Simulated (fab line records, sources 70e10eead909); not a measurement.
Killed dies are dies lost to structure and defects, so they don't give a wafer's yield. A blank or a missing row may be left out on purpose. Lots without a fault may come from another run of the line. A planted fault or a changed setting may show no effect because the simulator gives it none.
fab line records | flow nand_harc
record lots=11 wafers=33 last_day=33
route steps=1302 shown A_CONTACT@1028 END@1302
lots that met no fault: from a run of the same line without faults
start_h: hours from the record's first day to the start of the lot's first wafer shown | wait_h: hours since the lot's step before | " the same as in the row above | L1.1+2: a row that stands for several wafers | - no value, or no start given | * or withheld: withheld | < > ~ a bound
route shown NAME@n: a module of which the file shows steps, and the number in the route of the first | usual: mean/standard deviation of fault-free wafers | same: alike in all rows | chamber/n: place in a boat | sites: the reading at each site | _std_site: their standard deviation | _edge_site: outer sites' mean less inner sites' | radius_mm: how far each site lies from the wafer's centre | mask NAME#n: copy n | behind: the tool/chamber that last shaped the wafer | hold: why the lot was held/for how many hours/how that ended | device: the transistor (n, p or np) that didn't switch | end of line: the same wafers' tests at the end of the route | a step without rows: its recipe alone | killed: dies lost to structure and defects at the first sort, not the wafer's yield | map: a wafer's dies, x killed, . not, _ none there
set.NAME: the setting as run; set.NAME@STEP: as run at that earlier step | model.NAME: the simulator's own value behind a step, which no gauge read
steps of the route over a sample of lots; a table a step, a row a wafer
services: from which hour (start_h, from the record's first day; less than 0 if before it) a tool's chamber was out of use, for how many hours, and why
## steps
# step NHARC_A_CONTACT_DEP_58
# recipe target_thk_a=900 target_thk_nm=90 temp_c=400 pressure_torr=3.5 flow_sccm=200 rf_w=350 material=SiON
# usual heater_power_w=770/74
# columns lot.wafer tool chamber start_h wait_h heater_power_w
L693.1 pecvd-01 0 514.03 2.7 836
L693.4 " 2 " " 704
L693.6 " 1 " " 591
L694.2 pecvd-03 1 523.37 2.2 772
L694.4 " 2 " " 945
L694.5 " 0 " " 819
L697.3 pecvd-02 0 567.13 1.7 724
L697.5 " 1 " " 748
L697.4 " 0 " " 754
L699.2 pecvd-02 1 578.71 2.2 773
L699.5 " 0 " " 880
L699.4 " 1 " " 755
L698.3 pecvd-02 2 586.80 1.6 721
L698.2 " 0 " " 854
L698.5 " 2 " " 732
L703.3 pecvd-03 0 601.31 1.7 722
L703.5 " 2 " " 917
L703.4 " 1 " " 794
L700.2 pecvd-02 2 606.42 2.2 772
L700.6 " 1 " " 767
L700.5 " 0 " " 788
L704.3 pecvd-03 0 635.21 1.7 784
L704.4 " 1 " " 812
L704.6 " 0 " " 774
L710.1 pecvd-03 1 679.08 2.7 768
L710.2 " 2 " " 774
L710.3 " 0 " " 785
L714.1 pecvd-03 2 719.63 2.7 796
L714.5 " 0 " " 748
L714.6 " 1 " " 698
L715.3 pecvd-02 0 734.53 1.6 754
L715.1 " 1 " " 699
L715.4 " 1 " " 702
# step NHARC_A_CONTACT_INSPECT_71
# usual raw_defect_count=83/31
# columns lot.wafer tool chamber start_h wait_h raw_defect_count
L693.1 defect_inspect-02 - 514.84 0.0 67
L693.4 " - " " 72
L693.6 " - " " 73
L694.2 defect_inspect-01 - 524.22 0.0 104
L694.4 " - " " 107
L694.5 " - " " 98
L697.3 defect_inspect-01 - 567.92 0.0 114
L697.4 " - " " 115
L697.5 " - " " 106
L699.2 defect_inspect-02 - 579.50 0.0 73
L699.4 " - " " 90
L699.5 " - " " 80
L698.2 defect_inspect-01 - 587.64 0.0 103
L698.3 " - " " 131
L698.5 " - " " 130
L703.3 defect_inspect-01 - 602.12 0.0 80
L703.4 " - " " 80
L703.5 " - " " 71
L700.2 defect_inspect-02 - 607.11 0.0 76
L700.5 " - " " 81
L700.6 " - " " 97
L704.3 defect_inspect-01 - 636.01 0.0 124
L704.4 " - " " 121
L704.6 " - " " 135
L710.1 defect_inspect-01 - 679.92 0.0 935
L710.2 " - " " 61
L710.3 " - " " 63
L714.1 defect_inspect-01 - 720.43 0.0 97
L714.5 " - " " 126
L714.6 " - " " 880
L715.1 defect_inspect-01 - 735.37 0.0 91
L715.3 " - " " 93
L715.4 " - " " 91
# step NHARC_A_CONTACT_ETCH_75
# recipe target_depth_a=390 over_etch_frac=0.3 time_s=65 ion_energy_ev=80 cf4_flow_sccm=150 ar_flow_sccm=0 rf_w=300 bias_w=100 chemistry=CF4
# usual drypump_motor_current_A=5.6/0.37 oes_product_au=1.004/0.0085 rf_vpp_V=151.7/1.1 showerhead_plenum_p_Torr=1.81/0.051 throttle_valve_pct=13.283/0.0092
# columns lot.wafer tool chamber start_h wait_h drypump_motor_current_A oes_product_au rf_hours_counter_h rf_vpp_V showerhead_plenum_p_Torr throttle_valve_pct
L693.1 rie_diel-04 1 515.00 0.1 5.4 1.015 27 150.3 1.76 13.294
L693.4 " 3 " " 5.3 1.020 24 151.8 1.80 13.277
L693.6 " 1 " " 5.4 1.010 - 150.7 1.76 13.285
L694.2 rie_diel-04 1 524.36 0.1 5.4 1.011 29 152.5 1.76 13.292
L694.4 " 0 " " 5.4 1.016 27 151.9 1.84 13.285
L694.5 " 1 " " 5.4 1.010 - 151.2 1.76 13.268
L697.3 rie_diel-06 2 568.06 0.1 5.1 0.991 30 151.6 1.75 13.294
L697.4 " 0 " " 6.0 0.992 22 150.7 1.78 13.284
L697.5 " 3 " " 6.0 1.003 - 150.5 1.74 13.282
L699.2 rie_diel-04 3 579.65 0.1 5.3 0.999 5 150.3 1.80 13.277
L699.4 " 0 " " 5.4 1.009 3 153.1 1.83 13.290
L699.5 " 0 " " 5.5 1.005 - 152.2 1.83 13.269
L698.3 rie_diel-04 3 587.79 0.1 5.3 1.013 7 151.6 1.80 13.277
L698.2 " 0 " " 5.4 1.017 6 151.6 1.83 13.284
L698.5 " 0 " " 5.4 1.012 - 151.9 1.83 13.295
L703.3 rie_diel-04 1 602.27 0.1 5.4 0.994 7 150.4 1.76 13.285
L703.4 " 3 " " 5.3 1.007 10 151.4 1.80 13.279
L703.5 " 0 " " 5.4 1.010 - 150.5 1.83 13.275
L700.2 rie_diel-04 0 607.28 0.1 5.4 0.992 9 151.7 1.83 13.290
L700.6 " 1 " " 5.4 0.994 - 151.7 1.76 13.277
L700.5 " 2 " " 5.2 1.010 - 152.3 1.83 13.290
L704.3 rie_diel-04 2 636.15 0.1 5.2 1.014 19 153.0 1.83 13.294
L704.4 " 3 " " 5.3 0.997 20 149.9 1.79 13.288
L704.6 " 3 " " 5.3 1.006 - 151.0 1.79 13.281
L710.1 rie_diel-11 2 680.07 0.1 5.5 1.020 25 152.5 1.87 13.294
L710.2 " 3 " " 5.9 1.021 26 150.5 1.71 13.273
L710.3 " 0 " " 6.3 1.009 22 151.4 1.85 13.273
L714.1 rie_diel-11 0 720.58 0.1 6.2 0.998 32 151.7 1.85 13.268
L714.5 " 3 " " 5.8 1.007 - 150.4 1.71 13.296
L714.6 " 0 " " 6.2 0.999 - 152.4 1.85 13.274
L715.3 rie_diel-11 0 735.52 0.1 6.2 0.999 35 152.5 1.85 13.298
L715.4 " 2 " " 5.5 1.014 38 153.1 1.86 13.297
L715.1 " 3 " " 5.9 1.013 41 149.6 1.70 13.280
# step NHARC_A_CONTACT_ETCH_77
# recipe target_depth_a=1089 time_s=54.5 cf4_flow_sccm=100 chf3_flow_sccm=30 ar_flow_sccm=0 rf_w=500 bias_w=200 chemistry=CF4/CHF3
# usual drypump_motor_current_A=5.6/0.37 oes_product_au=0.938/0.02 rf_vpp_V=371.9/1.8 showerhead_plenum_p_Torr=1.61/0.046 throttle_valve_pct=16.802/0.0095
# columns lot.wafer tool chamber start_h wait_h drypump_motor_current_A oes_product_au rf_hours_counter_h rf_vpp_V showerhead_plenum_p_Torr throttle_valve_pct
L693.4 rie_diel-04 1 - - 5.4 0.924 27 371.0 1.57 16.798
L693.1 " 2 " " 5.2 0.936 26 372.8 1.63 16.804
L693.6 " 3 " " 5.3 0.939 - 371.3 1.60 16.793
L694.4 rie_diel-04 1 - - 5.4 0.927 29 370.1 1.57 16.803
L694.2 " 2 " " 5.2 0.943 28 372.8 1.63 16.815
L694.5 " 3 " " 5.3 0.945 - 369.5 1.60 16.795
L697.4 rie_diel-06 3 - - 6.0 0.928 28 370.2 1.55 16.807
L697.3 " 0 " " 6.1 0.921 22 369.5 1.58 16.797
L697.5 " 2 " " 5.0 0.911 - 370.9 1.56 16.800
L699.2 rie_diel-04 3 - - 5.3 0.924 5 371.6 1.60 16.797
L699.4 " 0 " " 5.4 0.923 4 373.2 1.63 16.805
L699.5 " 2 " " 5.2 0.931 - 372.5 1.63 16.812
L698.3 rie_diel-04 3 - - 5.3 0.915 7 370.9 1.60 16.806
L698.2 " 2 " " 5.2 0.937 7 373.0 1.63 16.812
L698.5 " 3 " " 5.3 0.932 - 371.5 1.60 16.794
L703.3 rie_diel-04 2 - - 5.2 0.935 10 371.8 1.63 16.799
L703.4 " 0 " " 5.4 0.922 8 373.2 1.63 16.796
L703.5 " 1 " " 5.4 0.917 - 369.6 1.57 16.798
L700.2 rie_diel-04 1 - - 5.4 0.972 9 370.7 1.57 16.811
L700.5 " 1 " " 5.4 0.983 - 370.1 1.57 16.806
L700.6 " 2 " " 5.2 0.992 - 372.1 1.63 16.811
L704.3 rie_diel-04 2 - - 5.2 0.942 20 372.0 1.63 16.809
L704.4 " 3 " " 5.3 0.927 20 370.4 1.60 16.816
L704.6 " 1 " " 5.4 0.936 - 369.7 1.56 16.798
L710.2 rie_diel-11 1 - - 6.1 0.929 21 374.0 1.68 16.804
L710.3 " 2 " " 5.5 0.938 25 373.6 1.66 16.802
L710.1 " 3 " " 5.9 0.945 26 368.1 1.52 16.801
L714.1 rie_diel-11 1 - - 6.1 0.923 29 373.7 1.68 16.815
L714.6 " 1 " " 6.1 0.926 - 375.6 1.68 16.808
L714.5 " 2 " " 5.5 0.926 - 373.3 1.66 16.798
L715.3 rie_diel-11 0 - - 6.2 0.921 36 372.5 1.64 16.793
L715.4 " 1 " " 6.1 0.920 33 373.2 1.68 16.788
L715.1 " 2 " " 5.5 0.925 39 373.2 1.66 16.798
# step NHARC_A_CONTACT_ETCH_78
# recipe target_depth_a=53000 over_etch_frac=0.3 time_s=1378 ion_energy_ev=150 o2_flow_sccm=400 cos_flow_sccm=20 ar_flow_sccm=0 rf_w=500 bias_w=300 chemistry=O2/COS
# usual drypump_motor_current_A=5.6/0.36 oes_product_au=1.001/0.0077 rf_vpp_V=315.0/1.6 showerhead_plenum_p_Torr=3.18/0.092 throttle_valve_pct=28.330/0.0086
# columns lot.wafer tool chamber start_h wait_h drypump_motor_current_A oes_product_au rf_hours_counter_h rf_vpp_V showerhead_plenum_p_Torr throttle_valve_pct
L693.1 rie_diel-04 2 - - 5.2 1.001 26 315.8 3.24 28.325
L693.4 " 3 " " 5.3 1.005 24 315.0 3.18 28.311
L693.6 " 3 " " 5.3 0.999 - 314.5 3.18 28.337
L694.4 rie_diel-04 1 - - 5.4 0.997 29 316.2 3.11 28.331
L694.2 " 2 " " 5.2 1.017 29 316.8 3.23 28.317
L694.5 " 0 " " 5.4 1.011 - 315.4 3.24 28.315
L697.4 rie_diel-06 0 - - 6.1 0.995 22 313.7 3.13 28.332
L697.3 " 3 " " 6.0 1.008 28 314.2 3.07 28.318
L697.5 " 1 " " 6.2 0.983 - 313.5 3.05 28.317
L699.2 rie_diel-04 0 - - 5.4 1.004 4 316.3 3.24 28.346
L699.4 " 1 " " 5.4 0.995 4 313.3 3.11 28.329
L699.5 " 2 " " 5.2 1.011 - 316.0 3.23 28.338
L698.3 rie_diel-04 2 - - 5.2 1.005 7 314.5 3.23 28.327
L698.2 " 3 " " 5.3 1.001 8 314.6 3.17 28.321
L698.5 " 2 " " 5.2 1.005 - 316.1 3.23 28.313
L703.4 rie_diel-04 2 - - 5.2 1.009 10 315.6 3.23 28.338
L703.3 " 3 " " 5.3 1.006 10 313.9 3.17 28.333
L703.5 " 3 " " 5.3 1.005 - 315.0 3.17 28.340
L700.2 rie_diel-04 3 - - 5.3 1.010 12 315.0 3.17 28.325
L700.5 " 3 " " 5.3 1.004 - 315.8 3.17 28.336
L700.6 " 0 " " 5.4 1.004 - 315.0 3.24 28.333
L704.3 rie_diel-04 0 - - 5.4 1.004 17 315.2 3.23 28.338
L704.4 " 2 " " 5.2 1.004 20 314.4 3.22 28.339
L704.6 " 1 " " 5.4 1.004 - 313.7 3.10 28.339
L710.3 rie_diel-11 3 - - 5.9 1.019 27 312.2 3.01 28.337
L710.1 " 0 " " 6.3 0.999 22 315.9 3.27 28.344
L710.2 " 1 " " 6.2 1.004 21 317.1 3.33 28.344
L714.1 rie_diel-11 2 - - 5.5 1.001 35 317.4 3.30 28.336
L714.5 " 2 " " 5.5 1.000 - 314.1 3.30 28.335
L714.6 " 3 " " 5.9 1.005 - 312.7 3.01 28.333
L715.1 rie_diel-11 3 - - 5.8 1.014 42 312.2 3.01 28.346
L715.3 " 0 " " 6.3 1.001 36 316.6 3.26 28.329
L715.4 " 1 " " 6.1 0.991 33 316.4 3.33 28.329
# step NHARC_END_SORT_01
# recipe temp_c=25
# usual killed_at_array=58/17 killed_at_other=1.0/1.4 killed_at_periphery=3.6/2.4 killed_dies=62/17 killed_open=3.4/2 killed_short=2.2/1.6
# same gross_dies=677
# columns lot.wafer tool chamber start_h wait_h killed_at_array killed_at_other killed_at_periphery killed_dies killed_open killed_short
L697.3 prober-02 0 627.44 3.1 58 1 3 62 4 0
L697.4 prober-02 0 628.23 3.4 64 0 6 70 5 5
L697.5 prober-02 0 629.02 3.6 69 0 3 72 4 3
L698.2 prober-02 0 647.04 2.8 79 2 1 82 8 4
L698.3 prober-02 0 647.85 3.1 60 0 5 65 2 3
L698.5 prober-02 0 649.46 3.7 70 1 5 76 1 0
L704.3 prober-02 0 699.28 3.1 78 1 1 80 2 1
L704.4 prober-02 0 700.09 3.4 74 0 4 78 4 2
L704.6 prober-02 0 701.70 4.0 79 0 4 83 0 5
L710.1 prober-02 0 739.11 2.5 112 0 1 113 2 1
L710.2 prober-02 0 739.91 2.8 53 1 3 57 3 3
L710.3 prober-02 0 740.71 3.1 46 1 3 50 0 1
L714.1 prober-02 0 777.36 2.5 58 1 3 62 4 5
L714.5 prober-02 0 780.53 3.7 61 0 0 61 7 0
L714.6 prober-02 0 781.32 4.0 117 1 2 120 3 1
# killed by level:class
L697.3 A_CHANNEL_HOLE_D2:chamber_film_flake=23 A_CHANNEL_HOLE_D1:chamber_film_flake=21 A_CONTACT:chamber_film_flake=6 A_WL_FILL:chamber_film_flake=4 P_ZERO_WELL:chamber_film_flake=2 P_M2:geometric_particle:open=1 A_DECK1_JOINT:geometric_particle:open=1 A_M0:geometric_particle:open=1
L697.4 A_CHANNEL_HOLE_D2:chamber_film_flake=24 A_CHANNEL_HOLE_D1:chamber_film_flake=20 A_STAIRCASE:chamber_film_flake=7 A_CONTACT:chamber_film_flake=3 A_CHANNEL_FILL_D2:geometric_particle:short=2 P_ZERO_WELL:chamber_film_flake=2 A_M1:chamber_film_flake=2 P_STI:geometric_particle:open=1
L697.5 A_CHANNEL_HOLE_D1:chamber_film_flake=31 A_CHANNEL_HOLE_D2:chamber_film_flake=24 P_ZERO_WELL:chamber_film_flake=2 A_STAIRCASE:chamber_film_flake=2 A_M1:chamber_film_flake=2 A_CHANNEL_FILL_D1:geometric_particle:short=1 A_CHANNEL_FILL_D1:geometric_particle:open=1 A_CHANNEL_FILL_D2:geometric_particle:open=1
L698.2 A_CHANNEL_HOLE_D2:chamber_film_flake=30 A_CHANNEL_HOLE_D1:chamber_film_flake=28 A_STAIRCASE:chamber_film_flake=3 A_ZERO_WELL:chamber_film_flake=2 A_CHANNEL_FILL_D2:chamber_film_flake=2 THIN_TSV:chamber_film_flake=2 P_GATE:geometric_particle:open=1 A_ONON_D1:geometric_particle:short=1
L698.3 A_CHANNEL_HOLE_D2:chamber_film_flake=22 A_CHANNEL_HOLE_D1:chamber_film_flake=20 A_CHANNEL_FILL_D2:chamber_film_flake=4 A_STAIRCASE:chamber_film_flake=4 P_ZERO_WELL:chamber_film_flake=3 A_DECK1_JOINT:chamber_film_flake=2 A_CONTACT:chamber_film_flake=2 A_ONON_D1:geometric_particle:open=1
L698.5 A_CHANNEL_HOLE_D2:chamber_film_flake=33 A_CHANNEL_HOLE_D1:chamber_film_flake=31 P_ZERO_WELL:chamber_film_flake=2 P_M1:chamber_film_flake=2 A_DECK1_JOINT:chamber_film_flake=2 P_CONTACT:geometric_particle:open=1 A_ZERO_WELL:chamber_film_flake=1 A_CHANNEL_FILL_D1:chamber_film_flake=1
L704.3 A_SLIT:chamber_film_flake=34 A_CHANNEL_HOLE_D1:chamber_film_flake=29 A_STAIRCASE:chamber_film_flake=4 A_CHANNEL_HOLE_D2:chamber_film_flake=3 A_WL_FILL:chamber_film_flake=3 A_CHANNEL_HOLE_D2:geometric_particle:open=1 A_CHANNEL_FILL_D2:geometric_particle:short=1 A_M0:geometric_particle:open=1
L704.4 A_CHANNEL_HOLE_D1:chamber_film_flake=30 A_SLIT:chamber_film_flake=29 A_STAIRCASE:chamber_film_flake=6 A_CHANNEL_FILL_D2:geometric_particle:open=2 P_GATE:chamber_film_flake=2 A_CHANNEL_HOLE_D2:chamber_film_flake=2 P_M0:geometric_particle:open=1 A_SOURCE_PLATE:geometric_particle:short=1
L704.6 A_CHANNEL_HOLE_D1:chamber_film_flake=31 A_SLIT:chamber_film_flake=25 A_STAIRCASE:chamber_film_flake=10 P_GATE:chamber_film_flake=3 A_WL_FILL:chamber_film_flake=3 A_CHANNEL_HOLE_D2:geometric_particle:short=2 A_CHANNEL_HOLE_D2:chamber_film_flake=2 A_SOURCE_PLATE:geometric_particle:short=1
L710.1 A_CONTACT:unspecified=68 A_CHANNEL_HOLE_D1:chamber_film_flake=29 A_CONTACT:chamber_film_flake=6 A_SLIT:chamber_film_flake=3 A_WL_FILL:chamber_film_flake=2 A_CHANNEL_FILL_D1:geometric_particle:open=1 A_CHANNEL_FILL_D2:geometric_particle:open=1 A_WL_FILL:geometric_particle:short=1
L710.2 A_CHANNEL_HOLE_D1:chamber_film_flake=35 A_CONTACT:chamber_film_flake=6 A_SLIT:chamber_film_flake=3 A_CHANNEL_FILL_D2:geometric_particle:short=2 P_M0:geometric_particle:open=1 A_ONON_D1:geometric_particle:open=1 A_M0:geometric_particle:open=1 A_M1:geometric_particle:short=1
L710.3 A_CHANNEL_HOLE_D1:chamber_film_flake=31 A_CONTACT:chamber_film_flake=7 A_SLIT:chamber_film_flake=5 P_GATE:chamber_film_flake=3 A_CHANNEL_FILL_D2:geometric_particle:short=1 A_DECK1_JOINT:chamber_film_flake=1 A_CHANNEL_HOLE_D2:chamber_film_flake=1 THIN_TSV:chamber_film_flake=1
L714.1 A_SLIT:chamber_film_flake=30 A_CHANNEL_HOLE_D2:chamber_film_flake=14 A_CONTACT:chamber_film_flake=6 P_M0:geometric_particle:open=1 A_CHANNEL_HOLE_D1:geometric_particle:short=1 A_DECK1_JOINT:geometric_particle:short=1 A_CHANNEL_FILL_D2:geometric_particle:short=1 A_WL_FILL:geometric_particle:open=1
L714.5 A_CHANNEL_HOLE_D2:chamber_film_flake=26 A_SLIT:chamber_film_flake=21 A_CONTACT:chamber_film_flake=3 A_M1:geometric_particle:open=3 A_STAIRCASE:chamber_film_flake=3 A_CHANNEL_FILL_D1:geometric_particle:open=1 A_DECK1_JOINT:geometric_particle:open=1 A_ONON_D2:geometric_particle:open=1
L714.6 A_CONTACT:unspecified=65 A_CHANNEL_HOLE_D2:chamber_film_flake=27 A_SLIT:chamber_film_flake=16 A_STAIRCASE:chamber_film_flake=5 A_CONTACT:chamber_film_flake=2 P_BONDPAD:geometric_particle:open=1 A_ONON_D2:geometric_particle:open=1 A_WL_FILL:geometric_particle:open=1
## services
# columns tool chamber start_h hours kind
pecvd-01 - 492.00 13.0 pm
pecvd-03 - 503.80 1.3 repair
rie_diel-11 - 521.51 1.2 repair
rie_diel-04 - 531.90 9.0 pm
rie_diel-04 2 545.41 3.6 repair
pecvd-03 - 547.14 13.0 pm
pecvd-01 2 561.85 13.2 repair
rie_diel-06 1 570.09 5.1 repair
rie_diel-06 - 574.03 0.3 repair
pecvd-02 - 589.31 13.0 pm
rie_diel-06 0 599.61 6.3 repair
rie_diel-06 1 602.26 2.7 repair
rie_diel-11 - 610.04 9.0 pm
rie_diel-06 1 640.38 96.4 repair
pecvd-01 - 642.84 5.7 repair
rie_diel-06 - 661.33 9.0 pm
pecvd-03 - 663.14 1.8 repair
pecvd-01 0 672.45 4.4 repair
pecvd-01 - 673.00 13.0 pm
pecvd-03 - 677.23 0.5 repair
rie_diel-04 0 681.85 8.3 repair
rie_diel-04 - 708.90 9.0 pm
pecvd-01 2 709.76 15.7 repair
pecvd-03 - 728.14 13.0 pm
## key
first_sign step=NHARC_A_CONTACT_INSPECT_71 reading=raw_defect_count direction=up sigmas=26 usual=83 struck=908
effect step=NHARC_END_SORT_01 reading=killed_at_array direction=up sigmas=3.4 usual=58 struck=114
more_kills_born_at NHARC_A_CONTACT_DEP_58@pecvd-03=133
met_at NHARC_A_CONTACT_DEP_58
struck_lots L710,L714
struck_wafers L710.1,L714.6
tester_left_out L710,L714
not_acting_at NHARC_A_CONTACT_ETCH_75,NHARC_A_CONTACT_ETCH_77,NHARC_A_CONTACT_ETCH_78
onset_between 635.21 679.08
fault kind=chamber_particle_source tool=pecvd-03 chamber=1 onset_h=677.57 steps=NHARC_A_CONTACT_DEP_58 rate_per_visit_cm2=1.272 end_h=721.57
# tester_left_out: of these lots the tester's yield and bins aren't shown, on N5 and GAA mostly nor the transistor test; their killed dies are dies lost to structure and defects alone, not to doping, threshold or leakage, so they don't give the yield
